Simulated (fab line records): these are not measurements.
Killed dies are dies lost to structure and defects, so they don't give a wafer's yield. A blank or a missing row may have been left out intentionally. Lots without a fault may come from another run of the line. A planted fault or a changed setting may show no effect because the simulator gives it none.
Chamber matching | flow n5_finfet | N5_FIN_CUT_DESCUM_13 on rie_diel-02 has 4 sister chambers
The step chemistry O2, time 7 s. 4 wafers are shown with their chamber, then 7 later ones without.

== WAFERS WITH THEIR CHAMBER ==
wafer  | chamber | showerhead_plenum_p_Torr (Torr)
L074.4 | 1       | 2.19
L085.1 | 2       | 2.07
L085.4 | 3       | 2.01
L085.5 | 0       | 2.10

== WAFERS WITHOUT THEIR CHAMBER ==
wafer  | showerhead_plenum_p_Torr (Torr)
L085.6 | 2.07
L088.2 | 2.01
L088.5 | 2.01
L088.6 | 2.07
L094.1 | 2.09
L094.2 | 2.07
L094.5 | 2.17

== EACH ONE'S CHAMBER ==
wafer  | from the rows above     | in truth
L085.6 | 2                       | 2
L088.2 | 3                       | 3
L088.5 | 3                       | 3
L088.6 | 2                       | 2
L094.1 | can't be placed: 0 or 2 | 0
L094.2 | 2                       | 2
L094.5 | 1                       | 1
Correct placement for 6 of the 7. Cannot be placed on the basis of these rows: 1; the candidates contain the true chamber in 1. Wrongly placed: 0.
How it was worked out, from the rows above alone: a wafer's distance from a chamber is the root of the sum, over the readings, of the square of ((its reading less the chamber's mean) divided by the reading's scatter). If the next closest chamber is less than 2 further off than the closest, the wafer can't be placed; otherwise it belongs to the closest. For every chamber, the mean is computed from those of its wafers that are shown. The scatter (one wafer shown for each chamber): square how far every hidden wafer sits from the nearest shown wafer, average those squares and take the square root.
